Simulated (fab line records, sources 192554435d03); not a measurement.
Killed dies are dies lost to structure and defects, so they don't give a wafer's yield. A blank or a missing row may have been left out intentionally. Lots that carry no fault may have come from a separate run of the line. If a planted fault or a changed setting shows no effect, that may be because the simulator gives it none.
Matching of chambers ; flow n5-finfet ; pecvd-01 running N5_BEOL_M1_ILD_DEP_00: 3 sister chambers
The step deposits SiOC from DEMS/O2, target thk 79 nm, time 15.3 s. 3 wafers are shown with their chamber, then 8 later ones without.

WAFERS PAIRED WITH THEIR CHAMBERS
wafer;chamber;throttle-valve-pct (%)
L092.5;2;10.8
L094.5;0;11.8
L095.2;1;11.8

WAFERS MISSING THEIR CHAMBER
wafer;throttle-valve-pct (%)
L095.4;11.1
L095.6;12.0
L096.1;12.2
L096.2;11.7
L096.6;10.9
L097.2;12.1
L097.3;11.3
L097.5;11.9

WHICH CHAMBER EACH WENT THROUGH
wafer;from the rows above;in truth
L095.4;can't be placed: 2 or 0 or 1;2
L095.6;can't be placed: 0 or 1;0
L096.1;can't be placed: 0 or 1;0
L096.2;can't be placed: 0 or 1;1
L096.6;2;2
L097.2;can't be placed: 0 or 1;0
L097.3;can't be placed: 0 or 1 or 2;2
L097.5;can't be placed: 0 or 1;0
Placed correctly: 1 of 8. Unplaceable from these rows: 7, with the true chamber sitting among the candidates in 7. Wrongly placed: 0.
How it was worked out, from the rows above alone: a wafer's distance from a chamber is the root of the sum, over the readings, of the square of ((its reading less the chamber's mean) divided by the reading's scatter). If the next closest chamber is less than 2 further off than the closest, the wafer can't be placed; otherwise it belongs to the closest. The mean given for a chamber averages the wafers shown for that chamber. The scatter (one wafer shown for each chamber): square how far every hidden wafer sits from the nearest shown wafer, average those squares and take the square root.
